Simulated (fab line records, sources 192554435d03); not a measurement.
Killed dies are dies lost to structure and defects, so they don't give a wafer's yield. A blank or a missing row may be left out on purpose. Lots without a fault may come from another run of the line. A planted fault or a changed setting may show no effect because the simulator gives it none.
Split-lot experiment | flow n5_finfet | 7 lots, 39 wafers read, on a route of 1938 steps

THE SPLIT
At N5_WELL_APT_EXPOSE_22 (exposes mask PWELL, defocus 0 nm, target cd 200 nm), the setting dose_mj was moved away from the recipe's 23.2 on 15 of the 39 wafers read, by -6.6% to +3.3%. The other wafers ran this setting at the recipe's value.

FROM THE SPLIT TO THE READING: what the file shows between them, 3 steps
- N5_WELL_APT_PEB_23: peb time 90 s
- N5_WELL_APT_DEVELOP_24: develop time 45 s
- N5_WELL_APT_HARDBAKE_29: time 120 s

THE READING
cd_nm, in nm, at N5_WELL_APT_CD_MEAS_25 (target cd 200 nm). Fault-free wafers of this fab line usually give 199.8 nm, standard deviation 1.3 nm.

wafer  | tool, chamber at the split | dose_mj as run | against the recipe | cd_nm, nm | against lot-mates on the recipe
L075.1 | krf_scanner-01, 0          | 23.94          | +3.2%              | 203.6     | +5.0
L075.2 | krf_scanner-01, 0          | 23.2           | recipe             | 198.5     | -
L075.3 | krf_scanner-01, 0          | 23.94          | +3.2%              | 206.5     | +7.9
L075.4 | krf_scanner-01, 0          | 23.2           | recipe             | 199.0     | -
L075.5 | krf_scanner-01, 0          | 23.2           | recipe             | 198.2     | -
L075.6 | krf_scanner-01, 0          | 23.94          | +3.2%              | 205.5     | +6.9
L076.1 | krf_scanner-01, 0          | 23.2           | recipe             | 197.2     | -
L076.2 | krf_scanner-01, 0          | 22.39          | -3.5%              | 192.1     | -5.6
L076.3 | krf_scanner-01, 0          | 22.39          | -3.5%              | 191.7     | -6.0
L076.4 | krf_scanner-01, 0          | 23.2           | recipe             | 198.9     | -
L076.5 | krf_scanner-01, 0          | 23.2           | recipe             | 197.1     | -
L076.6 | krf_scanner-01, 0          | 22.39          | -3.5%              | 192.7     | -5.0
L085.1 | krf_scanner-02, 0          | 23.2           | recipe             | 198.0     | -
L085.2 | krf_scanner-02, 0          | 23.2           | recipe             | 197.1     | -
L085.3 | krf_scanner-02, 0          | 23.2           | recipe             | 198.2     | -
L085.4 | krf_scanner-02, 0          | 23.2           | recipe             | 198.8     | -
L085.5 | krf_scanner-02, 0          | 23.2           | recipe             | 198.1     | -
L085.6 | krf_scanner-02, 0          | 23.2           | recipe             | 197.8     | -
L087.2 | krf_scanner-01, 0          | 23.2           | recipe             | 200.7     | -
L087.3 | krf_scanner-01, 0          | 23.2           | recipe             | 201.2     | -
L087.6 | krf_scanner-01, 0          | 23.2           | recipe             | 200.3     | -
L088.1 | krf_scanner-02, 0          | 23.2           | recipe             | 202.5     | -
L088.2 | krf_scanner-02, 0          | 23.2           | recipe             | 198.5     | -
L088.3 | krf_scanner-02, 0          | 22.31          | -3.8%              | 194.5     | -5.8
L088.4 | krf_scanner-02, 0          | 22.31          | -3.8%              | 193.6     | -6.7
L088.5 | krf_scanner-02, 0          | 22.31          | -3.8%              | 191.2     | -9.1
L088.6 | krf_scanner-02, 0          | 23.2           | recipe             | 199.9     | -
L092.1 | krf_scanner-02, 0          | 23.96          | +3.3%              | 205.9     | +7.0
L092.2 | krf_scanner-02, 0          | 23.2           | recipe             | 199.3     | -
L092.3 | krf_scanner-02, 0          | 23.96          | +3.3%              | 206.5     | +7.6
L092.4 | krf_scanner-02, 0          | 23.96          | +3.3%              | 205.7     | +6.8
L092.5 | krf_scanner-02, 0          | 23.2           | recipe             | 198.7     | -
L092.6 | krf_scanner-02, 0          | 23.2           | recipe             | 198.7     | -
L097.1 | krf_scanner-02, 0          | 23.2           | recipe             | 198.5     | -
L097.2 | krf_scanner-02, 0          | 23.2           | recipe             | 200.7     | -
L097.3 | krf_scanner-02, 0          | 21.66          | -6.6%              | 188.8     | -10.8
L097.4 | krf_scanner-02, 0          | 21.66          | -6.6%              | 186.8     | -12.8
L097.5 | krf_scanner-02, 0          | 21.66          | -6.6%              | 186.1     | -13.5
L097.6 | krf_scanner-02, 0          | 23.2           | recipe             | 199.5     | -

THE FIT
A straight line over all 39 wafers: cd_nm changes by +1.84 nm for each +1% of dose_mj; r = +0.97; the points scatter about the line by 1.3 nm.
The same after taking each lot's own level away (the mean of its wafers on the recipe; 39 wafers): +1.91 nm for each +1%; r = +0.98; scatter 0.98 nm.
On that fit, the largest move of dose_mj shifts the reading by 13 nm.
The lots' own levels span 197.73 to 200.73 nm, that is 2.3 times the standard deviation above.
So the lot-to-lot level changes the slope little: the two slopes agree.
Check: with one of the wafers moved furthest among these (-6.6%) left out of the fit, the line predicts -12.8 nm for it against its lot-mates. It came out at -10.8 nm against them.

OTHER SPLITS ON THESE WAFERS
These wafers also went through other splits before the reading. Each is held against what the fit with the lots' levels taken away leaves over:
other split on the same wafers    | wafers away from the commonest value | r with cd_nm (lot level and that fit taken away)
N5_WELL_APT_IMPLANT_15 energy_kev | 9                                    | +0.09

THE WHOLE CHAIN: every reading that the file lists as answering this split, in the file's order
step                   | what it does             | reading                                                         | change (the file's fit)              | r (the file's)
N5_WELL_APT_CD_MEAS_25 | target cd 200 nm         | cd_nm                                                           | +1.89 nm for each +1% of the setting | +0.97
N5_WELL_APT_DESCUM_30  | chemistry O2, time 7.9 s | WELL_APT.cd_nm (the simulator's own value, which no gauge read) | +1.91 nm for each +1% of the setting | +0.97

THE FILE'S OWN FIT
cd_nm changes by +1.89 nm for each +1% of dose_mj, r = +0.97.
